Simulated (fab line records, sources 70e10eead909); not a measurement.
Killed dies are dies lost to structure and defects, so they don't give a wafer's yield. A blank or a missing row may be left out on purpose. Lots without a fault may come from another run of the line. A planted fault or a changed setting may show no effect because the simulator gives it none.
fab line records | flow nand_harc
record lots=6 wafers=18 last_day=25
route steps=1159 shown A_CONTACT@934 END@1159
lots that met no fault: from a run of the same line without faults
start_h: hours from the record's first day to the start of the lot's first wafer shown | wait_h: hours since the lot's step before | " the same as in the row above | L1.1+2: a row that stands for several wafers | - no value, or no start given | * or withheld: withheld | < > ~ a bound
route shown NAME@n: a module of which the file shows steps, and the number in the route of the first | usual: mean/standard deviation of fault-free wafers | same: alike in all rows | chamber/n: place in a boat | sites: the reading at each site | _std_site: their standard deviation | _edge_site: outer sites' mean less inner sites' | radius_mm: how far each site lies from the wafer's centre | mask NAME#n: copy n | behind: the tool/chamber that last shaped the wafer | hold: why the lot was held/for how many hours/how that ended | device: the transistor (n, p or np) that didn't switch | end of line: the same wafers' tests at the end of the route | a step without rows: its recipe alone | killed: dies lost to structure and defects at the first sort, not the wafer's yield | map: a wafer's dies, x killed, . not, _ none there
set.NAME: the setting as run; set.NAME@STEP: as run at that earlier step | model.NAME: the simulator's own value behind a step, which no gauge read
lots at some steps of the route; a table a step, a row a wafer
services: from which hour (start_h, from the record's first day; less than 0 if before it) a tool's chamber was out of use, for how many hours, and why
## steps
# step NHARC_A_CONTACT_DEVELOP_07
# recipe develop_time_s=35 dev_temp_c=23
# step NHARC_A_CONTACT_CD_MEAS_08
# recipe target_cd_nm=100 landing_energy_ev=500
# usual cd_nm=100.3/0.47
# columns lot.wafer tool chamber start_h wait_h cd_nm
L568.4 cd_sem-02 0 384.14 - 99.7
L568.5 " 0 " " 100.8
L568.6 " 0 " " 99.9
L569.4 cd_sem-03 0 389.13 - 99.4
L569.5 " 0 " " 100.5
L569.6 " 0 " " 99.8
L584.1 cd_sem-02 0 490.52 - 101.1
L584.3 " 0 " " 100.6
L584.4 " 0 " " 100.5
L587.1 cd_sem-02 0 494.79 - 100.4
L587.4 " 0 " " 100.9
L587.5 " 0 " " 100.4
L590.1 cd_sem-01 0 511.72 - 99.3
L590.2 " 0 " " 99.8
L590.3 " 0 " " 99.2
L591.3 cd_sem-02 0 526.38 - 99.9
L591.4 " 0 " " 100.3
L591.6 " 0 " " 101.2
# step NHARC_A_CONTACT_OVL_MEAS_09
# usual overlay_x_nm=-0.1/1.1 overlay_y_nm=0.2/0.74
# columns lot.wafer tool chamber start_h wait_h overlay_x_nm overlay_y_nm
L568.4 overlay-01 - 384.24 - -0.5 0.3
L568.5 " - " " -0.3 0.7
L568.6 " - " " -0.7 0.2
L569.4 overlay-02 - 389.21 - -1.3 0.2
L569.5 " - " " -1.0 1.2
L569.6 " - " " -0.8 0.6
L584.1 overlay-02 - 490.61 - -0.9 1.3
L584.3 " - " " -0.5 0.9
L584.4 " - " " -0.3 1.1
L587.1 overlay-02 - 494.88 - 1.3 0.5
L587.4 " - " " 1.6 0.4
L587.5 " - " " 1.5 1.0
L590.1 overlay-02 - 511.80 - 0.4 0.0
L590.2 " - " " 0.7 -0.5
L590.3 " - " " 0.4 -0.2
L591.3 overlay-02 - 526.46 - 0.6 -0.4
L591.4 " - " " 0.0 -0.3
L591.6 " - " " -0.1 -0.3
# step NHARC_A_CONTACT_INSPECT_10
# usual raw_defect_count=30/15
# columns lot.wafer tool chamber start_h wait_h raw_defect_count
L568.4 defect_inspect-01 - 384.28 0.0 15
L568.5 " - " " 14
L568.6 " - " " 10
L569.4 defect_inspect-01 - 389.25 0.0 37
L569.5 " - " " 40
L569.6 " - " " 27
L584.1 defect_inspect-02 - 490.64 0.0 47
L584.3 " - " " 48
L584.4 " - " " 54
L587.1 defect_inspect-01 - 494.93 0.0 11
L587.4 " - " " 12
L587.5 " - " " 6
L590.1 defect_inspect-02 - 511.84 0.0 11
L590.2 " - " " 25
L590.3 " - " " 17
L591.3 defect_inspect-01 - 526.50 0.0 18
L591.4 " - " " 19
L591.6 " - " " 23
# step NHARC_A_CONTACT_DESCUM_13
# recipe time_s=3 o2_flow_sccm=200 ar_flow_sccm=0 bias_power_w=0 chemistry=O2
# step NHARC_A_CONTACT_ETCH_88
# recipe target_depth_a=390 over_etch_frac=0.3 time_s=65 ion_energy_ev=80 cf4_flow_sccm=150 ar_flow_sccm=0 rf_w=300 bias_w=100 chemistry=CF4
# usual bias_w=99.99/0.29 cf4_flow_sccm=150.1/0.47 drypump_motor_current_A=5.7/0.36 oes_product_au=0.996/0.011 rf_fwd_power_W=297.4/1.2 rf_vpp_V=151.5/1.4 showerhead_plenum_p_Torr=1.78/0.093 throttle_valve_pct=13.284/0.0092
# same over_etch_frac=0.3
# columns lot.wafer tool chamber start_h wait_h bias_w cf4_flow_sccm drypump_motor_current_A oes_product_au rf_fwd_power_W rf_hours_counter_h rf_vpp_V showerhead_plenum_p_Torr throttle_valve_pct
L568.4 rie_diel-13 0 384.71 0.3 100.05 150.5 5.6 0.991 296.8 42 151.7 1.76 13.284
L568.5 " 2 " " 99.70 149.6 5.3 1.004 298.2 - 154.2 1.81 13.288
L568.6 " 3 " " 99.95 150.9 6.1 0.991 297.9 - 150.5 1.64 13.275
L569.4 rie_diel-05 2 389.39 0.1 99.95 149.9 5.7 1.000 297.1 17 151.9 1.80 13.293
L569.6 " 2 " " 100.07 149.2 5.7 0.993 297.1 - 151.8 1.80 13.291
L569.5 " 3 " " 99.93 150.2 5.3 1.015 295.8 - 151.5 1.80 13.281
L584.4 rie_diel-13 1 490.85 0.1 99.79 150.4 5.8 1.003 299.0 11 153.1 1.91 13.292
L584.1 " 3 " " 99.78 150.4 6.0 0.997 297.8 10 152.8 1.91 13.290
L584.3 " 0 " " 100.17 150.2 5.6 1.008 296.3 10 150.9 1.75 13.288
L587.1 rie_diel-03 2 495.08 0.1 99.72 149.9 5.7 0.993 297.5 16 151.0 1.86 13.272
L587.4 " 3 " " 100.07 150.1 5.3 1.002 297.1 16 152.8 1.90 13.280
L587.5 " 0 " " 99.71 150.1 5.6 0.992 298.0 - 150.4 1.77 13.284
L590.1 rie_diel-03 3 512.53 0.6 99.79 149.8 5.3 0.993 295.7 20 153.4 1.90 13.287
L590.2 " 1 " " 99.89 149.6 6.4 0.988 298.2 19 150.2 1.65 13.292
L590.3 " 2 " " 99.88 150.6 5.7 0.993 295.6 19 152.2 1.86 13.287
L591.4 rie_diel-03 2 526.64 0.1 99.74 150.2 5.7 0.988 297.8 23 153.4 1.86 13.279
L591.3 " 3 " " 99.66 150.1 5.3 0.999 296.4 24 153.7 1.90 13.280
L591.6 " 2 " " 99.92 150.2 5.7 0.995 297.4 - 152.7 1.86 13.295
# step NHARC_A_CONTACT_ETCH_89
# recipe target_depth_a=2600 over_etch_frac=0.3 time_s=475.3 ion_energy_ev=200 n2_flow_sccm=150 h2_flow_sccm=150 ar_flow_sccm=0 rf_w=400 bias_w=150 chemistry=N2/H2
# usual bias_w=150.1/0.44 chamber_pressure_mTorr=30.001/0.026 drypump_motor_current_A=5.7/0.36 oes_product_au=0.995/0.012 rf_fwd_power_W=399.4/1.1 rf_vpp_V=431/3.4 showerhead_plenum_p_Torr=2.06/0.12 throttle_valve_pct=14.172/0.0089
# same over_etch_frac=0.3
# columns lot.wafer tool chamber start_h wait_h bias_w chamber_pressure_mTorr drypump_motor_current_A oes_product_au rf_fwd_power_W rf_hours_counter_h rf_vpp_V showerhead_plenum_p_Torr throttle_valve_pct
L568.4 rie_diel-13 2 - - 150.2 29.969 5.3 1.007 400.3 35 430 2.10 14.165
L568.5 " 3 " " 151.1 30.011 6.1 1.012 400.3 - 426 1.87 14.176
L568.6 " 0 " " 150.0 30.010 5.6 0.991 398.4 - 429 2.03 14.176
L569.4 rie_diel-05 3 - - 149.9 30.028 5.3 1.014 398.7 18 432 2.08 14.167
L569.6 " 2 " " 150.7 29.987 5.7 0.998 398.7 - 429 2.08 14.166
L569.5 " 3 " " 149.5 30.059 5.3 1.019 398.2 - 430 2.08 14.172
L584.4 rie_diel-13 3 - - 149.3 29.980 6.0 1.006 401.1 10 436 2.21 14.177
L584.1 " 0 " " 150.8 29.992 5.6 1.012 398.7 10 430 2.01 14.167
L584.3 " 1 " " 150.5 29.980 5.7 1.010 399.8 11 435 2.21 14.165
L587.1 rie_diel-03 0 - - 150.1 29.987 5.5 0.980 398.0 15 431 2.04 14.181
L587.4 " 1 " " 149.9 30.018 6.4 0.987 399.1 15 426 1.89 14.162
L587.5 " 1 " " 150.0 29.964 6.4 0.982 399.0 - 426 1.89 14.182
L590.3 rie_diel-03 1 - - 150.1 30.042 6.4 0.998 399.1 19 426 1.89 14.166
L590.1 " 2 " " 151.4 30.047 5.7 0.991 398.4 20 433 2.16 14.165
L590.2 " 3 " " 149.6 30.009 5.2 1.003 398.0 21 435 2.21 14.183
L591.3 rie_diel-03 2 - - 149.7 29.981 5.7 0.983 400.6 23 435 2.16 14.184
L591.4 " 3 " " 149.6 29.992 5.3 1.005 398.9 24 435 2.21 14.165
L591.6 " 0 " " 149.6 30.046 5.5 0.985 400.5 - 431 2.03 14.180
# step NHARC_A_CONTACT_ETCH_30
# recipe target_depth_a=605 time_s=30.2 cf4_flow_sccm=100 chf3_flow_sccm=30 ar_flow_sccm=0 rf_w=500 bias_w=200 chemistry=CF4/CHF3
# step NHARC_A_CONTACT_ETCH_31
# recipe target_depth_a=20000 over_etch_frac=0.3 time_s=520 ion_energy_ev=150 o2_flow_sccm=400 cos_flow_sccm=20 ar_flow_sccm=0 rf_w=500 bias_w=300 chemistry=O2/COS
# usual bias_w=299.9/0.88 chamber_pressure_mTorr=20.000/0.02 drypump_motor_current_A=5.7/0.35 oes_product_au=0.997/0.01 rf_fwd_power_W=499.4/1.4 rf_vpp_V=314.6/2.6 showerhead_plenum_p_Torr=3.15/0.17 throttle_valve_pct=28.330/0.0091
# same over_etch_frac=0.3
# columns lot.wafer tool chamber start_h wait_h bias_w chamber_pressure_mTorr drypump_motor_current_A oes_product_au rf_fwd_power_W rf_hours_counter_h rf_vpp_V showerhead_plenum_p_Torr throttle_valve_pct
L568.4 rie_diel-13 2 - - 301.5 19.977 5.3 1.002 499.3 36 315.6 3.20 28.327
L568.5 " 2 " " 299.4 19.993 5.3 0.997 501.1 - 314.7 3.20 28.335
L568.6 " 3 " " 299.3 19.989 6.1 0.988 498.6 - 310.4 2.89 28.338
L569.4 rie_diel-05 2 - - 299.5 20.007 5.7 0.998 497.9 18 315.6 3.18 28.340
L569.5 " 0 " " 299.2 19.974 6.3 0.990 500.3 - 313.5 3.11 28.340
L569.6 " 1 " " 299.6 20.002 5.6 1.008 501.8 - 312.0 2.97 28.337
L584.3 rie_diel-13 0 - - 299.6 20.018 5.6 1.000 499.4 10 312.3 3.09 28.337
L584.4 " 2 " " 298.2 20.018 5.3 0.987 499.7 11 314.8 3.19 28.326
L584.1 " 3 " " 300.8 20.015 6.0 1.012 497.4 10 318.6 3.37 28.326
L587.1 rie_diel-03 2 - - 300.6 20.031 5.8 0.999 500.4 16 316.8 3.29 28.322
L587.4 " 3 " " 298.1 20.042 5.3 1.003 498.4 16 317.1 3.36 28.320
L587.5 " 1 " " 300.1 20.022 6.4 0.987 499.1 - 311.3 2.91 28.316
L590.1 rie_diel-03 1 - - 300.8 19.997 6.4 0.991 499.0 19 311.0 2.91 28.333
L590.2 " 2 " " 300.4 19.999 5.7 0.997 498.9 20 316.4 3.29 28.332
L590.3 " 3 " " 298.8 20.042 5.3 1.006 499.0 21 317.8 3.36 28.320
L591.3 rie_diel-03 2 - - 299.7 20.008 5.7 0.995 498.6 23 315.1 3.29 28.346
L591.4 " 0 " " 301.1 19.958 5.5 0.985 497.5 21 313.0 3.11 28.324
L591.6 " 2 " " 300.5 19.998 5.8 0.993 497.7 - 316.8 3.28 28.325
# step NHARC_A_CONTACT_ETCH_134
# recipe source_w=withheld pressure_mtorr=20 bias_v=withheld time_s=140 target_depth_a=7000 ar_flow_sccm=withheld c4f8_flow_sccm=withheld o2_flow_sccm=withheld chemistry=C4F8/O2/Ar
# step NHARC_A_CONTACT_ETCH_135
# recipe source_w=withheld pressure_mtorr=20 bias_v=3000 time_s=132 target_depth_a=12870 ar_flow_sccm=withheld c4f8_flow_sccm=withheld o2_flow_sccm=withheld chemistry=C4F8/O2/Ar
# usual chamber_pressure_mTorr=20.002/0.018 oes_air_line_au=1.002/0.02
# columns lot.wafer tool chamber start_h wait_h chamber_pressure_mTorr oes_air_line_au rf_hours_counter_h
L568.4 har_cap_etch-02 1 386.09 0.1 20.011 1.003 -
L568.6 " 0 " " 20.000 1.004 -
L568.5 " 1 " " 20.011 1.019 -
L569.4 har_cap_etch-01 0 390.56 0.1 19.994 0.984 -
L569.6 " 0 " " 19.995 1.006 -
L569.5 " 1 " " 20.017 1.004 -
L584.1 har_cap_etch-01 0 491.97 0.2 19.972 0.999 75
L584.4 " 1 " " 19.957 1.035 -
L584.3 " 0 " " 19.980 1.010 -
L587.1 har_cap_etch-02 0 496.20 0.2 20.003 1.036 32
L587.4 " 1 " " 20.027 0.988 -
L587.5 " 1 " " 19.992 0.996 -
L590.1 har_cap_etch-01 1 514.17 0.2 20.014 0.998 80
L590.2 " 0 " " 19.989 1.018 80
L590.3 " 0 " " 19.981 1.024 -
L591.3 har_cap_etch-02 1 527.80 0.1 20.013 1.026 -
L591.4 " 0 " " 20.015 0.980 -
L591.6 " 1 " " 20.042 1.001 -
# step NHARC_A_CONTACT_ETCH_136
# recipe source_w=withheld pressure_mtorr=20 bias_v=3000 time_s=132 target_depth_a=12870 ar_flow_sccm=withheld c4f8_flow_sccm=withheld o2_flow_sccm=withheld chemistry=C4F8/O2/Ar
# step NHARC_A_CONTACT_ETCH_137
# recipe source_w=withheld pressure_mtorr=20 bias_v=3000 time_s=132 target_depth_a=12870 ar_flow_sccm=withheld c4f8_flow_sccm=withheld o2_flow_sccm=withheld chemistry=C4F8/O2/Ar
# usual chamber_pressure_mTorr=20.000/0.02 oes_air_line_au=0.999/0.021
# columns lot.wafer tool chamber start_h wait_h chamber_pressure_mTorr oes_air_line_au rf_hours_counter_h
L568.4 har_cap_etch-02 1 386.33 0.1 20.035 1.026 -
L568.6 " 0 " " 20.014 1.016 -
L568.5 " 1 " " 20.007 0.999 -
L569.4 har_cap_etch-01 0 390.81 0.1 19.995 0.989 -
L569.6 " 0 " " 20.023 0.980 -
L569.5 " 1 " " 20.017 1.039 -
L584.1 har_cap_etch-01 0 492.22 0.1 - - -
L584.4 " 1 " " - - -
L584.3 " 0 " " - - -
L587.1 har_cap_etch-02 0 496.44 0.1 - - -
L587.4 " 1 " " - - -
L587.5 " 1 " " - - -
L590.1 har_cap_etch-01 1 514.41 0.1 20.018 1.007 80
L590.2 " 0 " " 20.009 0.999 80
L590.3 " 0 " " 20.048 1.010 -
L591.3 har_cap_etch-02 1 528.05 0.1 20.021 0.985 -
L591.4 " 0 " " 20.016 0.997 -
L591.6 " 1 " " 20.028 1.003 -
# step NHARC_A_CONTACT_ETCH_138
# recipe source_w=withheld pressure_mtorr=20 bias_v=3000 time_s=132 target_depth_a=12890 ar_flow_sccm=withheld c4f8_flow_sccm=withheld o2_flow_sccm=withheld chemistry=C4F8/O2/Ar
# usual chamber_pressure_mTorr=19.998/0.019 oes_air_line_au=1.003/0.02
# columns lot.wafer tool chamber start_h wait_h chamber_pressure_mTorr oes_air_line_au rf_hours_counter_h
L568.4 har_cap_etch-02 1 386.45 0.1 19.991 1.021 -
L568.6 " 0 " " 20.002 1.014 -
L568.5 " 1 " " 19.999 1.034 -
L569.4 har_cap_etch-01 0 390.93 0.1 20.006 0.957 -
L569.6 " 0 " " 20.043 0.984 -
L569.5 " 1 " " 19.951 0.981 -
L584.1 har_cap_etch-01 0 492.35 0.1 19.989 0.998 75
L584.4 " 1 " " 19.994 1.016 -
L584.3 " 0 " " 20.001 1.011 -
L587.1 har_cap_etch-02 0 496.57 0.1 19.971 1.011 32
L587.4 " 1 " " 20.007 0.983 -
L587.5 " 1 " " 19.970 0.976 -
L590.1 har_cap_etch-01 1 514.53 0.1 19.987 0.972 80
L590.2 " 0 " " 20.007 1.015 80
L590.3 " 0 " " 19.984 1.020 -
L591.3 har_cap_etch-02 1 528.17 0.1 19.986 1.007 -
L591.4 " 0 " " 19.982 0.993 -
L591.6 " 1 " " 19.945 1.007 -
# step NHARC_END_SORT_01
# recipe temp_c=25
# usual killed_at_array=25/9.2 killed_at_other=0.9/1.3 killed_at_periphery=3.3/2.3 killed_dies=29/9.6 killed_open=3.2/1.8 killed_short=2/1.4
# same gross_dies=677
# columns lot.wafer tool chamber start_h wait_h killed_at_array killed_at_other killed_at_periphery killed_dies killed_open killed_short
L569.4 prober-01 0 445.70 3.4 31 0 3 34 6 1
L569.5 prober-01 0 446.51 3.7 33 0 1 34 2 3
L569.6 prober-01 0 447.32 4.0 29 0 1 30 6 4
L584.1 prober-01 0 551.66 2.5 671 0 6 677 2 5
L584.3 prober-01 0 553.28 3.1 670 0 7 677 5 2
L584.4 prober-01 0 554.09 3.4 674 0 3 677 0 0
L587.1 prober-01 0 559.48 2.5 675 1 1 677 3 3
L587.4 prober-01 0 561.88 3.4 675 1 1 677 3 1
L587.5 prober-01 0 562.69 3.7 674 1 2 677 4 1
L590.1 prober-01 0 567.32 2.5 19 2 1 22 3 4
L590.2 prober-01 0 568.13 2.8 16 1 9 26 6 1
L590.3 prober-01 0 568.94 3.1 14 2 8 24 3 2
L591.3 prober-02 0 592.10 3.1 16 0 2 18 4 1
L591.4 prober-02 0 592.90 3.4 20 1 2 23 2 4
L591.6 prober-02 0 594.50 4.0 23 0 1 24 1 1
# killed by level:class
L569.4 A_CHANNEL_HOLE_D1:chamber_film_flake=13 A_WL_FILL:chamber_film_flake=5 A_CONTACT:geometric_particle:open=3 A_STAIRCASE:chamber_film_flake=3 A_SLIT:chamber_film_flake=3 A_CONTACT:chamber_film_flake=3 P_M1:geometric_particle:open=2 P_M0:geometric_particle:open=1
L569.5 A_CHANNEL_HOLE_D1:chamber_film_flake=11 A_SLIT:chamber_film_flake=7 A_STAIRCASE:chamber_film_flake=5 A_CONTACT:chamber_film_flake=4 A_WL_FILL:chamber_film_flake=2 P_CONTACT:geometric_particle:open=1 A_SOURCE_PLATE:geometric_particle:short=1 A_ONON_D1:geometric_particle:short=1
L569.6 A_CHANNEL_HOLE_D1:chamber_film_flake=6 A_SLIT:chamber_film_flake=5 A_WL_FILL:chamber_film_flake=4 A_CONTACT:chamber_film_flake=3 A_CONTACT:geometric_particle:open=2 A_M0:geometric_particle:short=2 A_STAIRCASE:chamber_film_flake=2 P_STI:geometric_particle:open=1
L584.1 A_CONTACT:area_etch=637 A_CHANNEL_HOLE_D1:chamber_film_flake=16 A_SLIT:chamber_film_flake=10 A_CONTACT:chamber_film_flake=3 A_WL_FILL:geometric_particle:short=2 P_ZERO_WELL:chamber_film_flake=2 P_CONTACT:chamber_film_flake=2 P_M2:geometric_particle:open=1
L584.3 A_CONTACT:area_etch=624 A_CHANNEL_HOLE_D1:chamber_film_flake=23 A_SLIT:chamber_film_flake=15 A_CONTACT:chamber_film_flake=4 P_CONTACT:geometric_particle:open=2 P_CONTACT:chamber_film_flake=2 P_M0:geometric_particle:open=1 A_ONON_D1:geometric_particle:short=1
L584.4 A_CONTACT:area_etch=644 A_CHANNEL_HOLE_D1:chamber_film_flake=13 A_SLIT:chamber_film_flake=13 A_CONTACT:chamber_film_flake=4 P_M1:chamber_film_flake=2 P_ZERO_WELL:chamber_film_flake=1
L587.1 A_CONTACT:area_etch=660 A_CHANNEL_HOLE_D1:chamber_film_flake=5 A_CONTACT:chamber_film_flake=3 A_CONTACT:geometric_particle:open=2 A_ONON_D1:geometric_particle:short=1 A_ONON_D1:geometric_particle:open=1 A_CONTACT:geometric_particle:short=1 A_M0:geometric_particle:short=1
L587.4 A_CONTACT:area_etch=663 A_CHANNEL_HOLE_D1:chamber_film_flake=3 A_CONTACT:chamber_film_flake=3 A_M0:geometric_particle:open=2 A_WL_FILL:geometric_particle:short=1 A_BLC:geometric_particle:open=1 P_STI:chamber_film_flake=1 A_CHANNEL_FILL_D1:chamber_film_flake=1
L587.5 A_CONTACT:area_etch=664 A_CHANNEL_HOLE_D1:chamber_film_flake=4 A_CONTACT:geometric_particle:open=2 A_CONTACT:chamber_film_flake=2 P_M0:geometric_particle:open=1 A_CHANNEL_FILL_D1:geometric_particle:short=1 A_CHANNEL_FILL_D1:geometric_particle:open=1 P_M1:chamber_film_flake=1
L590.1 A_CHANNEL_HOLE_D1:chamber_film_flake=5 A_CONTACT:chamber_film_flake=4 A_WL_FILL:geometric_particle:short=2 A_STAIRCASE:chamber_film_flake=2 A_SLIT:chamber_film_flake=2 THIN_TSV:chamber_film_flake=2 P_M0:geometric_particle:open=1 A_CHANNEL_FILL_D1:geometric_particle:short=1
L590.2 P_M2:chamber_film_flake=5 A_CONTACT:chamber_film_flake=5 A_CHANNEL_HOLE_D1:chamber_film_flake=4 A_CHANNEL_FILL_D1:geometric_particle:open=2 P_CONTACT:geometric_particle:open=1 P_M0:geometric_particle:open=1 A_SOURCE_PLATE:geometric_particle:short=1 A_BLC:geometric_particle:open=1
L590.3 P_M2:chamber_film_flake=5 A_CONTACT:chamber_film_flake=4 A_CHANNEL_HOLE_D1:chamber_film_flake=3 A_SLIT:chamber_film_flake=3 THIN_TSV:chamber_film_flake=2 P_CONTACT:geometric_particle:open=1 P_M0:geometric_particle:short=1 P_M0:geometric_particle:open=1
L591.3 A_CONTACT:chamber_film_flake=5 A_ZERO_WELL:chamber_film_flake=2 A_CHANNEL_HOLE_D1:chamber_film_flake=2 A_CHANNEL_FILL_D1:chamber_film_flake=2 P_CONTACT:geometric_particle:open=1 P_M2:geometric_particle:open=1 A_CHANNEL_FILL_D1:geometric_particle:open=1 A_WL_FILL:geometric_particle:open=1
L591.4 A_CHANNEL_HOLE_D1:chamber_film_flake=9 A_CONTACT:chamber_film_flake=3 A_CHANNEL_FILL_D1:geometric_particle:short=2 A_WL_FILL:chamber_film_flake=2 P_M1:geometric_particle:short=1 A_WL_FILL:geometric_particle:short=1 A_CONTACT:geometric_particle:open=1 P_ZERO_WELL:chamber_film_flake=1
L591.6 A_CONTACT:chamber_film_flake=8 A_CHANNEL_HOLE_D1:chamber_film_flake=7 A_STAIRCASE:chamber_film_flake=2 A_WL_FILL:chamber_film_flake=2 A_CHANNEL_FILL_D1:geometric_particle:short=1 A_M0:geometric_particle:open=1 P_ZERO_WELL:chamber_film_flake=1 A_CHANNEL_FILL_D1:chamber_film_flake=1
# map L584.1 (x killed, . not)
____________x____________
_________xxxxxxx_________
_______xxxxxxxxxxx_______
______xxxxxxxxxxxxx______
_____xxxxxxxxxxxxxxx_____
____xxxxxxxxxxxxxxxxx____
____xxxxxxxxxxxxxxxxx____
___xxxxxxxxxxxxxxxxxxx___
___xxxxxxxxxxxxxxxxxxx___
__xxxxxxxxxxxxxxxxxxxxx__
__xxxxxxxxxxxxxxxxxxxxx__
_xxxxxxxxxxxxxxxxxxxxxxx_
_xxxxxxxxxxxxxxxxxxxxxxx_
_xxxxxxxxxxxxxxxxxxxxxxx_
_xxxxxxxxxxxxxxxxxxxxxxx_
_xxxxxxxxxxxxxxxxxxxxxxx_
xxxxxxxxxxxxxxxxxxxxxxxxx
xxxxxxxxxxxxxxxxxxxxxxxxx
xxxxxxxxxxxxxxxxxxxxxxxxx
xxxxxxxxxxxxxxxxxxxxxxxxx
xxxxxxxxxxxxxxxxxxxxxxxxx
_xxxxxxxxxxxxxxxxxxxxxxx_
_xxxxxxxxxxxxxxxxxxxxxxx_
_xxxxxxxxxxxxxxxxxxxxxxx_
_xxxxxxxxxxxxxxxxxxxxxxx_
_xxxxxxxxxxxxxxxxxxxxxxx_
__xxxxxxxxxxxxxxxxxxxxx__
__xxxxxxxxxxxxxxxxxxxxx__
___xxxxxxxxxxxxxxxxxxx___
___xxxxxxxxxxxxxxxxxxx___
____xxxxxxxxxxxxxxxxx____
____xxxxxxxxxxxxxxxxx____
_____xxxxxxxxxxxxxxx_____
______xxxxxxxxxxxxx______
_______xxxxxxxxxxx_______
_________xxxxxxx_________
____________x____________
# map L587.1 (x killed, . not)
____________x____________
_________xxxxxxx_________
_______xxxxxxxxxxx_______
______xxxxxxxxxxxxx______
_____xxxxxxxxxxxxxxx_____
____xxxxxxxxxxxxxxxxx____
____xxxxxxxxxxxxxxxxx____
___xxxxxxxxxxxxxxxxxxx___
___xxxxxxxxxxxxxxxxxxx___
__xxxxxxxxxxxxxxxxxxxxx__
__xxxxxxxxxxxxxxxxxxxxx__
_xxxxxxxxxxxxxxxxxxxxxxx_
_xxxxxxxxxxxxxxxxxxxxxxx_
_xxxxxxxxxxxxxxxxxxxxxxx_
_xxxxxxxxxxxxxxxxxxxxxxx_
_xxxxxxxxxxxxxxxxxxxxxxx_
xxxxxxxxxxxxxxxxxxxxxxxxx
xxxxxxxxxxxxxxxxxxxxxxxxx
xxxxxxxxxxxxxxxxxxxxxxxxx
xxxxxxxxxxxxxxxxxxxxxxxxx
xxxxxxxxxxxxxxxxxxxxxxxxx
_xxxxxxxxxxxxxxxxxxxxxxx_
_xxxxxxxxxxxxxxxxxxxxxxx_
_xxxxxxxxxxxxxxxxxxxxxxx_
_xxxxxxxxxxxxxxxxxxxxxxx_
_xxxxxxxxxxxxxxxxxxxxxxx_
__xxxxxxxxxxxxxxxxxxxxx__
__xxxxxxxxxxxxxxxxxxxxx__
___xxxxxxxxxxxxxxxxxxx___
___xxxxxxxxxxxxxxxxxxx___
____xxxxxxxxxxxxxxxxx____
____xxxxxxxxxxxxxxxxx____
_____xxxxxxxxxxxxxxx_____
______xxxxxxxxxxxxx______
_______xxxxxxxxxxx_______
_________xxxxxxx_________
____________x____________
## services
# columns tool chamber start_h hours kind
rie_diel-03 0 371.35 - clean
rie_diel-03 1 371.35 - clean
rie_diel-03 2 371.35 - clean
rie_diel-03 3 371.35 - clean
rie_diel-03 - 392.30 9.0 pm
rie_diel-03 0 392.30 9.0 vent_cycle
rie_diel-03 1 392.30 9.0 vent_cycle
rie_diel-03 2 392.30 9.0 vent_cycle
rie_diel-03 3 392.30 9.0 vent_cycle
rie_diel-03 0 401.30 - clean
rie_diel-03 1 401.30 - clean
rie_diel-03 2 401.30 - clean
rie_diel-03 3 401.30 - clean
rie_diel-03 3 401.30 - consumable_replace:focus_ring
rie_diel-03 3 401.30 - consumable_replace:showerhead
rie_diel-13 2 402.42 2.0 repair
rie_diel-13 - 417.30 0.8 repair
rie_diel-03 0 425.80 - clean
rie_diel-03 1 425.80 - clean
rie_diel-03 2 425.80 - clean
rie_diel-13 - 453.19 9.0 pm
rie_diel-03 0 507.85 12.3 repair
rie_diel-13 0 517.28 4.2 repair
rie_diel-05 - 517.68 9.0 pm
## key
first_sign step=NHARC_A_CONTACT_ETCH_137 reading=tool_record direction=missing
effect step=NHARC_END_SORT_01 reading=killed_at_array direction=up sigmas=70 usual=25 struck=673
more_kills_born_at NHARC_A_CONTACT_ETCH_137@har_cap_etch-02=1987 NHARC_A_CONTACT_ETCH_137@har_cap_etch-01=1905
met_at NHARC_A_CONTACT_ETCH_137
struck_wafers L584.1,L584.3,L584.4,L587.1,L587.4,L587.5
later_rows_left_out L584.1,L584.3,L584.4,L587.1,L587.4,L587.5
tester_left_out L584,L587
onset_between 390.81 492.22
fault kind=skipped_step_whole tool=har_cap_etch-01,har_cap_etch-02 chamber=- onset_h=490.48 steps=NHARC_A_CONTACT_ETCH_137 scope=struck_lots_only
# tester_left_out: of these lots the tester's yield and bins aren't shown, on N5 and GAA mostly nor the transistor test; their killed dies are dies lost to structure and defects alone, not to doping, threshold or leakage, so they don't give the yield
# later_rows_left_out: the simulator's readings of these wafers behind a module that went badly wrong aren't trusted and aren't shown, but for the sort
